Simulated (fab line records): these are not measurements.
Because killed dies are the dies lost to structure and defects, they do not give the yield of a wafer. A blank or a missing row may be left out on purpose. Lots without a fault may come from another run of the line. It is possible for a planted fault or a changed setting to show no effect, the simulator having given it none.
fab line records	flow n5Finfet
record: lots: 11	wafers: 30	lastDay: 19
route steps=1938 shown TV_OPEN@1889 PASSIVATION@1922
lots with no fault: from the same line, run without faults
startH: hours from the record's first day to the start of the lot's first wafer shown	waitH: how many hours have passed since the lot's step before this one	" unchanged from the row above	L1.1+2: a row that stands for several wafers	- no value, or no start given	* or withheld: withheld	< > ~ a bound
route shown NAME@n: a module of which the file shows steps, and the number in the route of the first	usual: mean and standard deviation over wafers with no fault	same: alike in all rows	chamber/n: place in a boat	sites: each site's reading	_std_site: standard deviation of those values	_edge_site: inner sites' mean taken away from outer sites' mean	radiusMm: how far each site lies from the wafer's centre	mask NAME#n: copy n	behind: the tool/chamber that last shaped the wafer	hold: reason for holding the lot/hours on hold/outcome of the hold	device: the n, p or np transistor that did not switch	end of line: the route-end tests of the same wafers	a step without rows: its recipe alone	killed: count of dies lost to structure and defects at first sort (not the wafer's yield)	map: per-die view of a wafer (x killed, . not killed, _ where there is no die)
set.NAME: the setting as run; set.NAME@STEP: as run at that earlier step	model.NAME: the simulator's own value behind a step, which no gauge read
a sample of lots followed through the steps of the route, with each step as a table and each wafer as a row
services: a tool's chamber out of use, with start hour (startH, from the record's first day; less than 0 if before it), hours out, and reason
== steps ==
step: N5_PASSIVATION_STRIP_14
recipe: chemistry: O2	powerW: 600	tempC: 60	pressureMtorr: 30	rfFrequencyHz: 6e+07	biasPowerW: 0	overashFraction: 0.5	o2FlowSccm: 225
usual: drypumpMotorCurrentA: 5.6/0.53	oesProductAu: 0.77/0.079	rfVppV: 3.7/0.95	showerheadPlenumPTorr: 2.11/0.073	throttleValvePct: 16.80/0.22
same: overashFraction: 0.5
lot.wafer	tool	chamber	startH	waitH	drypumpMotorCurrentA	oesProductAu	rfHoursCounterH	rfVppV	showerheadPlenumPTorr	throttleValvePct
L953.2	rieDiel-04	1	293.86	0.1	4.9	0.73	188	4.2	2.14	16.97
L953.4	"	3	"	"	4.9	0.74	197	3.8	2.14	16.79
L953.6	"	2	"	"	5.1	0.69	-	2.5	1.99	16.75
L960.1	rieDiel-04	1	323.96	0.1	4.9	0.71	199	3.9	2.14	16.99
L960.4	"	0	"	"	5.3	0.70	196	2.3	2.08	16.56
L960.5	"	1	"	"	4.9	0.71	-	2.1	2.14	16.97
L957.2	rieDiel-04	0	324.44	0.1	5.3	0.70	197	5.0	2.08	16.56
L957.3	"	3	"	"	4.9	0.73	202	1.6	2.14	16.76
L957.5	"	2	"	"	5.1	0.69	-	5.8	1.98	16.82
L963.2	rieDiel-05	0	358.53	0.1	5.8	0.79	117	3.2	2.22	16.74
L963.5	"	0	"	"	5.8	0.79	-	2.6	2.22	16.75
L963.6	"	3	"	"	6.1	0.83	-	4.0	2.05	16.52
L964.1	rieDiel-03	1	362.55	0.1	6.0	0.66	221	3.1	2.08	17.03
L964.3	"	3	"	"	6.3	0.86	61	4.0	2.05	16.90
L964.5	"	1	"	"	6.1	0.67	-	3.7	2.08	17.02
L962.5	rieDiel-05	2	362.59	0.0	5.0	0.84	-	2.8	2.22	16.79
L962.6	"	1	"	"	5.6	0.78	-	5.4	2.21	16.91
L966.4	rieDiel-03	1	366.95	0.1	6.0	0.69	222	4.4	2.08	17.02
L966.6	"	2	"	"	6.1	0.88	-	4.3	2.14	16.42
L968.4	rieDiel-03	3	370.71	0.1	6.3	0.86	64	3.7	2.05	16.87
L968.6	"	3	"	"	6.3	0.85	-	3.9	2.05	16.91
L969.2	rieDiel-04	1	374.56	0.1	4.9	0.71	213	4.5	2.13	17.02
L969.5	"	0	"	"	5.3	0.70	-	3.7	2.08	16.57
L969.6	"	1	"	"	4.9	0.71	-	3.8	2.13	17.00
L974.1	rieDiel-03	1	422.28	0.1	6.0	0.66	238	2.6	2.07	17.07
L974.2	"	0	"	"	4.9	0.71	233	5.3	1.99	17.15
L974.5	"	1	"	"	6.0	0.67	-	3.0	2.08	17.04
L975.3	rieDiel-05	3	441.89	0.1	6.1	0.79	105	3.3	2.04	16.54
L975.4	"	0	"	"	5.8	0.75	141	2.1	2.21	16.82
L975.5	"	2	"	"	5.1	0.81	-	3.6	2.21	16.85
step: N5_PASSIVATION_PEB_42
recipe: pebTempC: withheld	pebTimeS: *
lot.wafer	tool	chamber	startH	waitH
L953.2+4+6	lithoTrack-01	0	296.66	0.0
L960.1+4+5	lithoTrack-01	0	327.00	0.1
L957.2+3+5	lithoTrack-03	0	327.35	0.0
L963.2+5+6	lithoTrack-01	0	361.77	0.0
L964.1+3+5	lithoTrack-03	0	365.58	0.1
L962.5+6	lithoTrack-01	0	366.90	0.0
L966.4+6	lithoTrack-01	0	370.01	0.0
L968.4+6	lithoTrack-01	0	373.81	0.0
L969.2+5+6	lithoTrack-03	0	377.33	0.0
L974.1+2+5	lithoTrack-04	0	425.70	0.1
L975.3+4+5	lithoTrack-03	0	444.86	0.0
step: N5_PASSIVATION_CD_MEAS_44
recipe: targetCdNm: 40000	landingEnergyEv: 500	detector: seInlens
usual: cdNm: 39997/3.5
lot.wafer	tool	chamber	startH	waitH	cdNm
L953.2	cdSem-02	0	296.78	-	39995
L953.4	"	0	"	"	39995
L953.6	"	0	"	"	39998
L960.1	cdSem-03	0	327.12	-	39990
L960.4	"	0	"	"	39993
L960.5	"	0	"	"	39994
L957.2	cdSem-03	0	327.47	-	39999
L957.3	"	0	"	"	39994
L957.5	"	0	"	"	39995
L963.2	cdSem-03	0	361.89	-	39994
L963.5	"	0	"	"	39996
L963.6	"	0	"	"	39998
L964.1	cdSem-02	0	365.70	-	39999
L964.3	"	0	"	"	39996
L964.5	"	0	"	"	40001
L962.5	cdSem-03	0	367.02	-	39978
L962.6	"	0	"	"	39976
L966.4	cdSem-02	0	370.14	-	39996
L966.6	"	0	"	"	39982
L968.4	cdSem-02	0	373.93	-	39995
L968.6	"	0	"	"	39978
L969.2	cdSem-03	0	377.45	-	39996
L969.5	"	0	"	"	39999
L969.6	"	0	"	"	40002
L974.1	cdSem-03	0	425.82	-	39998
L974.2	"	0	"	"	40000
L974.5	"	0	"	"	39998
L975.3	cdSem-03	0	444.98	-	40000
L975.4	"	0	"	"	40003
L975.5	"	0	"	"	39999
step: N5_PASSIVATION_INSPECT_67
recipe: mode: adi	inspectInstrument: macro
usual: rawDefectCount: 2.1/1.4
lot.wafer	tool	chamber	startH	waitH	rawDefectCount
L953.2	defectInspect-01	-	296.84	0.0	3
L953.4	"	-	"	"	2
L953.6	"	-	"	"	1
L960.1	defectInspect-01	-	327.17	0.0	6
L960.4	"	-	"	"	2
L960.5	"	-	"	"	1
L957.2	defectInspect-01	-	327.52	0.0	3
L957.3	"	-	"	"	2
L957.5	"	-	"	"	9
L963.2	defectInspect-02	-	361.94	0.0	3
L963.5	"	-	"	"	4
L963.6	"	-	"	"	4
L964.1	defectInspect-01	-	365.75	0.0	3
L964.3	"	-	"	"	2
L964.5	"	-	"	"	2
L962.5	defectInspect-02	-	367.07	0.0	2
L962.6	"	-	"	"	0
L966.4	defectInspect-02	-	370.19	0.0	1
L966.6	"	-	"	"	4
L968.4	defectInspect-01	-	373.98	0.0	1
L968.6	"	-	"	"	3
L969.2	defectInspect-01	-	377.51	0.0	2
L969.5	"	-	"	"	2
L969.6	"	-	"	"	2
L974.1	defectInspect-01	-	425.88	0.0	2
L974.2	"	-	"	"	2
L974.5	"	-	"	"	2
L975.3	defectInspect-02	-	445.03	0.0	1
L975.4	"	-	"	"	2
L975.5	"	-	"	"	2
step: N5_PASSIVATION_STRIP_48
recipe: chemistry: O2	powerW: 600	tempC: 60	pressureMtorr: 30	rfFrequencyHz: 6e+07	biasPowerW: 0	overashFraction: 0.5	o2FlowSccm: 225
usual: drypumpMotorCurrentA: 5.6/0.32	oesProductAu: 0.77/0.082	rfVppV: 3.5/2.5	showerheadPlenumPTorr: 2.09/0.066	throttleValvePct: 16.82/0.22
same: overashFraction: 0.5
lot.wafer	tool	chamber	startH	waitH	drypumpMotorCurrentA	oesProductAu	rfHoursCounterH	rfVppV	showerheadPlenumPTorr	throttleValvePct
L953.2	rieDiel-01	2	297.45	0.1	5.7	0.77	139	8.1	2.11	16.81
L953.4	"	3	"	"	5.7	0.71	227	0.3	2.06	17.05
L953.6	"	3	"	"	5.7	0.73	-	2.8	2.06	17.01
L960.1	rieDiel-02	3	327.88	0.1	5.1	0.69	232	0.3	2.17	17.29
L960.4	"	1	"	"	5.2	0.74	196	1.1	2.09	16.78
L960.5	"	2	"	"	5.2	0.66	-	0.4	1.98	17.18
L957.2	rieDiel-01	1	328.41	0.1	5.8	0.87	79	2.0	2.11	16.55
L957.3	"	3	"	"	5.7	0.73	236	1.5	2.06	16.91
L957.5	"	1	"	"	5.7	0.82	-	4.6	2.11	16.65
L963.2	rieDiel-06	1	362.53	0.1	5.2	0.84	65	4.1	2.02	16.56
L963.5	"	3	"	"	5.9	0.68	-	0	1.98	16.89
L963.6	"	2	"	"	5.1	0.66	-	6.8	2.13	16.88
L964.1	rieDiel-06	3	366.35	0.1	5.9	0.73	240	6.6	1.98	16.90
L964.3	"	1	"	"	5.2	0.85	67	0.4	2.02	16.44
L964.5	"	2	"	"	5.2	0.69	-	2.1	2.13	16.91
L962.5	rieDiel-01	1	367.67	0.0	5.7	0.79	-	4.4	2.10	16.76
L962.6	"	0	"	"	5.8	0.76	-	7.1	2.10	16.85
L966.4	rieDiel-01	1	371.41	0.0	5.7	0.79	-	3.3	2.10	16.58
L966.6	"	0	"	"	5.7	0.76	-	5.8	2.10	16.90
L968.4	rieDiel-01	0	374.59	0.0	5.7	0.75	-	3.4	2.10	16.79
L968.6	"	2	"	"	5.7	0.74	-	1.4	2.10	16.91
L969.2	rieDiel-01	1	378.12	0.1	5.8	0.78	99	5.3	2.10	16.61
L969.5	"	1	"	"	5.7	0.81	-	1.4	2.10	16.63
L969.6	"	2	"	"	5.6	0.72	-	1.8	2.10	16.84
L974.1	rieDiel-06	1	426.46	0.1	5.2	0.82	92	2.6	2.01	16.43
L974.2	"	3	"	"	5.9	0.93	6	3.8	2.23	16.41
L974.5	"	3	"	"	5.9	0.95	-	4.0	2.23	16.41
L975.3	rieDiel-01	3	445.73	0.1	5.7	0.92	23	7.6	2.04	16.54
L975.4	"	0	"	"	5.7	0.75	168	0.6	2.09	16.91
L975.5	"	0	"	"	5.7	0.77	-	0.7	2.09	16.88
step: N5_PASSIVATION_PROBE_49
usual: defectLimitedYield: 91.4/1.5	killed_at_M0_to_M3: 35/12	killed_at_M4_up: 13/5.8	killedAtContacts: 12/5.5	killedAtFrontEnd: 36/9.9	killedAtOther: 4/3.7	killedDies: 101/18	killedOpen: 66/13	killedShort: 33/8	sort_bin_4_leakage: 0.00/0.016	sort_bin_5_function: 5.0/1	sort_bin_6_memory: 3.2/0.67	sortNPass: 1079/18	sortYieldPct: 91.4/1.5
same: grossDies: 1180	killedAtBackSide: 0	sort_bin_8_speed[%]: 0
lot.wafer	tool	chamber	startH	waitH	defectLimitedYield[%]	killed_at_M0_to_M3	killed_at_M4_up	killedAtContacts	killedAtFrontEnd	killedAtOther	killedDies	killedOpen	killedShort	sort_bin_4_leakage[%]	sort_bin_5_function[%]	sort_bin_6_memory[%]	sortNPass	sortYieldPct[%]
L960.1	prober-02	-	330.38	0.0	92.6	24	8	17	36	2	87	59	23	0	3.9	2.9	1093	92.6
L960.4	prober-02	-	330.53	0.2	90.3	44	20	19	28	4	115	69	45	0	5.2	3.8	1065	90.3
L960.5	prober-02	-	330.58	0.2	91.8	37	10	21	24	5	97	68	29	0	5.1	2.8	1083	91.8
L968.4	prober-02	-	377.23	0.2	92.1	36	8	8	30	11	93	60	31	0	4.4	2.9	1087	92.1
L968.6	prober-02	-	377.33	0.3	91.3	21	13	18	36	15	103	64	39	0	4.3	4.1	1077	91.3
L969.2	prober-01	-	380.66	0.1	89.7	52	11	11	41	6	121	79	40	0	5.8	4.0	1059	89.7
L969.5	prober-01	-	380.81	0.2	89.9	50	17	18	27	7	119	85	33	0	6.3	3.7	1061	89.9
L969.6	prober-01	-	380.86	0.3	87.7	60	17	34	26	8	145	88	53	0	7.1	4.7	1035	87.7
killed by level:class
L960.1 MOL_CONTACT_COAG:geometricParticle:open=14 DUMMY_GATE:geometricParticle:open=6 BEOL_M0_SAQP:geometricParticle:short=6 FIN_SAQP:geometricParticle:open=5 STI_FIN_REVEAL:geometricParticle:open=5 BEOL_M2:geometricParticle:open=5 BEOL_M3:geometricParticle:open=5 BEOL_M0_SAQP:geometricParticle:open=4
L960.4 MOL_CONTACT_COAG:geometricParticle:open=12 BEOL_M0_SAQP:geometricParticle:short=12 BEOL_M0_SAQP:geometricParticle:open=11 BEOL_M2:geometricParticle:open=9 STI_FIN_REVEAL:geometricParticle:open=7 MOL_CONTACT_COAG:geometricParticle:short=7 BEOL_M4:geometricParticle:open=6 BEOL_M3:geometricParticle:open=6
L960.5 MOL_CONTACT_COAG:geometricParticle:open=18 BEOL_M2:geometricParticle:open=9 FIN_SAQP:geometricParticle:short=7 BEOL_M0_SAQP:geometricParticle:open=7 BEOL_M3:geometricParticle:open=6 DUMMY_GATE:geometricParticle:open=5 BEOL_M0_SAQP:geometricParticle:short=5 BEOL_M1:geometricParticle:open=5
L968.4 BEOL_M3:geometricParticle:open=12 FIN_SAQP:geometricParticle:open=8 FIN_SAQP:geometricParticle:short=7 BEOL_M2:geometricParticle:open=7 MOL_CONTACT_COAG:geometricParticle:open=6 BEOL_M1:geometricParticle:open=5 GATE_CUT:geometricParticle:short=5 BEOL_M0_SAQP:geometricParticle:short=5
L968.6 MOL_CONTACT_COAG:geometricParticle:open=17 FIN_SAQP:geometricParticle:short=11 FIN_SAQP:geometricParticle:open=8 BEOL_M0_SAQP:geometricParticle:short=6 BEOL_M3:geometricParticle:open=6 BEOL_M4:geometricParticle:open=5 MIM_BOT:geometricParticle:short=5 DUMMY_GATE:geometricParticle:open=4
L969.2 BEOL_M3:geometricParticle:open=12 STI_FIN_REVEAL:geometricParticle:open=10 BEOL_M0_SAQP:geometricParticle:open=10 DUMMY_GATE:geometricParticle:open=9 MOL_CONTACT_COAG:geometricParticle:open=8 BEOL_M0_SAQP:geometricParticle:short=8 BEOL_M8:geometricParticle:open=7 BEOL_M2:geometricParticle:open=7
L969.5 MOL_CONTACT_COAG:geometricParticle:open=16 BEOL_M2:geometricParticle:open=13 BEOL_M0_SAQP:geometricParticle:open=12 FIN_SAQP:geometricParticle:open=8 BEOL_M4:geometricParticle:open=8 BEOL_M3:geometricParticle:open=7 BEOL_M1:geometricParticle:short=5 BEOL_M0_SAQP:geometricParticle:short=4
L969.6 MOL_CONTACT_COAG:geometricParticle:open=26 BEOL_M1:geometricParticle:short=14 BEOL_M2:geometricParticle:open=10 GATE_CUT:geometricParticle:short=10 BEOL_M0_SAQP:geometricParticle:open=9 BEOL_M4:geometricParticle:open=9 MOL_CONTACT_COAG:geometricParticle:short=7 BEOL_M0_SAQP:geometricParticle:short=7
== services ==
tool	chamber	startH	hours	kind
rieDiel-04	3	309.13	11.7	repair
rieDiel-02	2	312.22	9.2	repair
rieDiel-06	0	324.90	17.4	repair
rieDiel-04	1	326.22	4.5	repair
rieDiel-06	3	332.84	3.2	repair
rieDiel-06	0	342.34	-	clean
rieDiel-06	0	342.34	-	consumableReplace:focusRing
rieDiel-04	3	358.52	5.5	repair
rieDiel-01	3	367.73	-	clean
rieDiel-01	3	367.73	-	consumableReplace:focusRing
rieDiel-01	3	367.73	15.3	scheduledDown
rieDiel-01	3	367.73	15.3	ventCycle
rieDiel-02	1	370.46	5.3	repair
rieDiel-04	2	371.62	-	clean
rieDiel-04	2	371.62	-	consumableReplace:focusRing
rieDiel-04	2	371.62	-	consumableReplace:showerhead
rieDiel-04	2	371.62	24.5	scheduledDown
rieDiel-04	2	371.62	24.5	ventCycle
lithoTrack-03	-	373.29	-	consumableReplace:filter
rieDiel-02	1	395.15	19.8	repair
rieDiel-01	0	400.75	3.4	repair
rieDiel-01	1	418.16	1.6	repair
rieDiel-02	2	442.12	2.3	repair
rieDiel-05	-	442.44	0.6	repair
== key ==
firstSign: step: N5_PASSIVATION_CD_MEAS_44	reading: cdNm	direction: down	sigmas: 4.6	usual: 39997	struck: 39979
effect none on later readings
metAt N5_PASSIVATION_PEB_42
struckLots L962,L966,L968
struckWafers L962.5,L962.6,L966.6,L968.6
notActingAt N5_PASSIVATION_STRIP_14,N5_PASSIVATION_INSPECT_67,N5_PASSIVATION_STRIP_48
onsetBetween 361.77 366.90
fault: kind: processParameterDrift	tool: lithoTrack-01	chamber: -	onsetH: 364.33	steps: N5_PASSIVATION_PEB_42	channel: pebTimeS	offset: *	shape: step	endH: 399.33	scope: struckWafersOnly	actsIn: *	stated: *
